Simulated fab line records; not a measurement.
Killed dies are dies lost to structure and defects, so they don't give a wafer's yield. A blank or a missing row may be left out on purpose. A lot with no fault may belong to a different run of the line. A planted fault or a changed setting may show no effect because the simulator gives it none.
Comparing a struck lot with a sound one / flow nandHarc / 14 out of 1302 route steps
Sound: wafers L857.1, L857.4, L857.5. Struck: wafer L855.2 (left out: L855.4, L855.5 of the same lot, which were not struck); the cause appears at the end.
Per side, at each step with rows, come the tool, then ch with its chambers, and then its first start. Under that, the readings that differ: sound wafers / struck wafers / difference of the means / sigmas: that difference in standard deviations of wafers without a fault.
alike: same words and numbers on both sides, and readings whose means sit less than 2 such deviations apart. not compared: any withheld reading, any reading some wafer has no value for, any bound like >300 that may hide the same value, and any number with overlapping values for which the record gives no deviation.
Wherever a step has rows on one side only, a row that says differs or no value, or a row with sigmas, the two part there. When numbers do not overlap yet have no deviation, they are printed without sigmas and do not part them. A reading that every wafer of one side lacks parts them only if that side has two wafers or more.

first, 5 steps without rows for these wafers: NHARC_A_CONTACT_SOFTBAKE_37 (time 55 s); NHARC_A_CONTACT_EBR_38; NHARC_A_CONTACT_EXPOSE_39 (exposes mask A CC 3); NHARC_A_CONTACT_PEB_40 (peb time 65 s); NHARC_A_CONTACT_DEVELOP_41 (develop time 35 s).
NHARC_A_CONTACT_CD_MEAS_42 targets a cd of 300 nm.
  sound on cdSem-02 ch 0, day 26 15:10; struck on cdSem-01 ch 0, day 25 10:20
  alike: cdNm
NHARC_A_CONTACT_OVL_MEAS_43:
  sound on overlay-01 at day 26 15:15; struck on overlay-01 at day 25 10:26
  alike: overlayXNm, overlayYNm
NHARC_A_CONTACT_INSPECT_44:
  sound on defectInspect-02 at day 26 15:17; struck on defectInspect-01 at day 25 10:28
  alike: rawDefectCount
NHARC_A_CONTACT_DESCUM_47: chemistry O2, time 3 s.
  sound on rieDiel-03 ch 1,2,3, day 26 15:22; struck on rieDiel-13 ch 1, day 25 10:31
  alike: drypumpMotorCurrentA, oesProductAu, rfVppV, showerheadPlenumPTorr, throttleValvePct
  not compared: rfHoursCounterH
NHARC_A_CONTACT_ETCH_48: etches the open film in CF4, target depth 39 nm, time 65 s.
  sound on rieDiel-03 ch 1,2,3, day 26 15:26; struck on rieDiel-13 ch 3, day 25 10:37
  alike: cf4FlowSccm, drypumpMotorCurrentA, oesProductAu, rfVppV, runLengthS, showerheadPlenumPTorr, throttleValvePct
  not compared: rfHoursCounterH
NHARC_A_CONTACT_ETCH_49: etches the open film in N2/H2, target depth 260 nm, time 475.3 s.
  sound: rieDiel-03 ch 0,1; struck: rieDiel-13 ch 0
  alike: drypumpMotorCurrentA, h2FlowSccm, n2FlowSccm, oesProductAu, rfVppV, runLengthS, showerheadPlenumPTorr, throttleValvePct
  not compared: rfHoursCounterH
NHARC_A_CONTACT_ETCH_50: etches the open film in CF4/CHF3, target depth 121 nm, time 60.5 s.
  sound: rieDiel-03 ch 1,3; struck: rieDiel-13 ch 0
  alike: cf4FlowSccm, drypumpMotorCurrentA, oesProductAu, rfVppV, runLengthS, showerheadPlenumPTorr, throttleValvePct
  not compared: rfHoursCounterH
NHARC_A_CONTACT_ETCH_51: etches the open film in O2/COS, target depth 7000 nm, time 1820 s.
  sound on rieDiel-03 ch 0,1,2, day 26 16:08; struck on rieDiel-13 ch 0, day 25 11:08
reading=runLengthS (s); sound=1841.6 1840.8 1841.9; struck=1331.7; difference=-509.7; sigmas=-99 or more
reading=throttleValvePct (%); sound=28.350 28.343 28.346; struck=28.327; difference=-0.019; sigmas=-2
  alike: drypumpMotorCurrentA, oesProductAu, rfVppV, showerheadPlenumPTorr
  not compared: rfHoursCounterH
NHARC_A_CONTACT_ETCH_111: etches the open film in C4F8/O2/Ar, time 140 s, target depth 700 nm.
  sound on harCapEtch-02 ch 0,1, day 26 17:13; struck on harCapEtch-01 ch 0, day 25 12:20
  alike: runLengthS
  not compared: rfHoursCounterH

== WHERE THEY PART ==
NHARC_A_CONTACT_ETCH_51 only, going by this record. Later steps at which nothing parts them and some readings are alike: NHARC_A_CONTACT_ETCH_111.

WHY: the cause the simulator had injected
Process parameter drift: rieDiel-13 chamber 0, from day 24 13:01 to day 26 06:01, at NHARC_A_CONTACT_ETCH_51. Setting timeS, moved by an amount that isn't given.
